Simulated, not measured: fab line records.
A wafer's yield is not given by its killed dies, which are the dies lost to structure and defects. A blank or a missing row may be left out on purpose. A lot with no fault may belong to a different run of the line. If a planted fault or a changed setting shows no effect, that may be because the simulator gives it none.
Matching of chambers / flow n5_finfet / N5_BEOL_M0_PRE_CLEAN_131 on cvd_co-01 has 3 sister chambers
The step time 15 s. 14 wafers are shown with their chamber, then 7 later ones without.

## WAFERS PAIRED WITH THEIR CHAMBERS
wafer=L306.1; chamber=2; heater_power_w (W)=43; rf_fwd_power_W (W)=297.2
wafer=L306.4; chamber=1; heater_power_w (W)=76; rf_fwd_power_W (W)=297.4
wafer=L306.6; chamber=2; heater_power_w (W)=43; rf_fwd_power_W (W)=298.3
wafer=L309.1; chamber=0; heater_power_w (W)=114; rf_fwd_power_W (W)=299.1
wafer=L309.2; chamber=1; heater_power_w (W)=77; rf_fwd_power_W (W)=300.7
wafer=L309.3; chamber=2; heater_power_w (W)=43; rf_fwd_power_W (W)=297.4
wafer=L312.1; chamber=2; heater_power_w (W)=43; rf_fwd_power_W (W)=298.2
wafer=L312.2; chamber=0; heater_power_w (W)=120; rf_fwd_power_W (W)=297.3
wafer=L312.6; chamber=1; heater_power_w (W)=77; rf_fwd_power_W (W)=297.1
wafer=L314.3; chamber=2; heater_power_w (W)=43; rf_fwd_power_W (W)=298.8
wafer=L314.5; chamber=1; heater_power_w (W)=77; rf_fwd_power_W (W)=298.9
wafer=L314.6; chamber=2; heater_power_w (W)=44; rf_fwd_power_W (W)=298.0
wafer=L325.2; chamber=0; heater_power_w (W)=118; rf_fwd_power_W (W)=297.3
wafer=L325.4; chamber=1; heater_power_w (W)=77; rf_fwd_power_W (W)=296.6

SIGNATURES (averages over the wafers above)
reading=heater_power_w; chamber 0=117.33; chamber 1=76.80; chamber 2=43.17; scatter within a chamber=1.36
reading=rf_fwd_power_W; chamber 0=297.900; chamber 1=298.140; chamber 2=297.983; scatter within a chamber=1.17
Rule: a wafer's distance from a chamber is the root of the sum, over the readings, of the square of ((its reading less the chamber's mean) divided by the reading's scatter). The wafer belongs to the nearest chamber; if the next one is less than 2 further off, it can't be placed. The scatter: the root of (the sum of the squares of (reading less its chamber's mean) over the shown wafers, divided by (wafers less chambers)).

## WAFERS MISSING THEIR CHAMBER
wafer=L325.5; heater_power_w (W)=44; rf_fwd_power_W (W)=297.8
wafer=L326.1; heater_power_w (W)=45; rf_fwd_power_W (W)=299.1
wafer=L326.2; heater_power_w (W)=76; rf_fwd_power_W (W)=298.1
wafer=L326.3; heater_power_w (W)=115; rf_fwd_power_W (W)=298.4
wafer=L328.1; heater_power_w (W)=75; rf_fwd_power_W (W)=297.1
wafer=L328.3; heater_power_w (W)=44; rf_fwd_power_W (W)=298.7
wafer=L328.4; heater_power_w (W)=44; rf_fwd_power_W (W)=299.7

## THE CHAMBER EACH PASSED THROUGH
wafer=L325.5; from the rows above=2; in truth=2
wafer=L326.1; from the rows above=2; in truth=2
wafer=L326.2; from the rows above=1; in truth=1
wafer=L326.3; from the rows above=0; in truth=0
wafer=L328.1; from the rows above=1; in truth=1
wafer=L328.3; from the rows above=2; in truth=2
wafer=L328.4; from the rows above=2; in truth=2
Correctly placed: 7 of 7. From these rows, 0 cannot be placed. 0 placed wrongly.
